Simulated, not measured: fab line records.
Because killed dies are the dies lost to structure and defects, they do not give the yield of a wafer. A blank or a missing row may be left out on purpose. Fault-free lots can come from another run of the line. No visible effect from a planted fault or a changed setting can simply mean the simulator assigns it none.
Chamber matching	flow n5-finfet	N5_BEOL_M7_STRIP_19 on rie-diel-02: 4 sister chambers
The step strips in O2. 8 wafers are shown with their chamber, then 10 later ones without.

## WAFERS PAIRED WITH THEIR CHAMBERS
wafer	chamber	showerhead-plenum-p-Torr (Torr)	drypump-motor-current-A (A)
L081.6	3	2.10	5.9
L086.5	0	2.22	5.2
L086.6	1	2.00	6.3
L089.1	3	2.09	5.8
L089.2	2	1.99	5.1
L089.3	0	2.22	5.3
L090.2	2	1.98	5.1
L090.3	1	2.00	6.3

## WAFERS WHOSE CHAMBER IS MISSING
wafer	showerhead-plenum-p-Torr (Torr)	drypump-motor-current-A (A)
L090.4	2.22	5.2
L091.2	1.98	5.1
L091.3	2.09	5.9
L091.5	2.21	5.2
L092.2	2.09	5.9
L092.4	2.21	5.3
L092.6	2.21	5.3
L095.1	1.98	5.1
L095.3	2.09	5.9
L095.5	1.98	5.1

## WHICH CHAMBER EACH ONE RAN IN
wafer	from the rows above	in truth
L090.4	0	0
L091.2	2	2
L091.3	3	3
L091.5	0	0
L092.2	3	3
L092.4	0	0
L092.6	0	0
L095.1	2	2
L095.3	3	3
L095.5	2	2
10 of 10 placed correctly. Not placeable from these rows: 0. Wrongly placed: 0.
How it was worked out, from the rows above alone: a wafer's distance from a chamber is the root of the sum, over the readings, of the square of ((its reading less the chamber's mean) divided by the reading's scatter). The wafer belongs to the nearest chamber; if the next one is less than 2 further off, it can't be placed. A chamber's mean is the mean of its shown wafers. The scatter: the root of (the sum of the squares of (reading less its chamber's mean) over the shown wafers, divided by (wafers less chambers)).
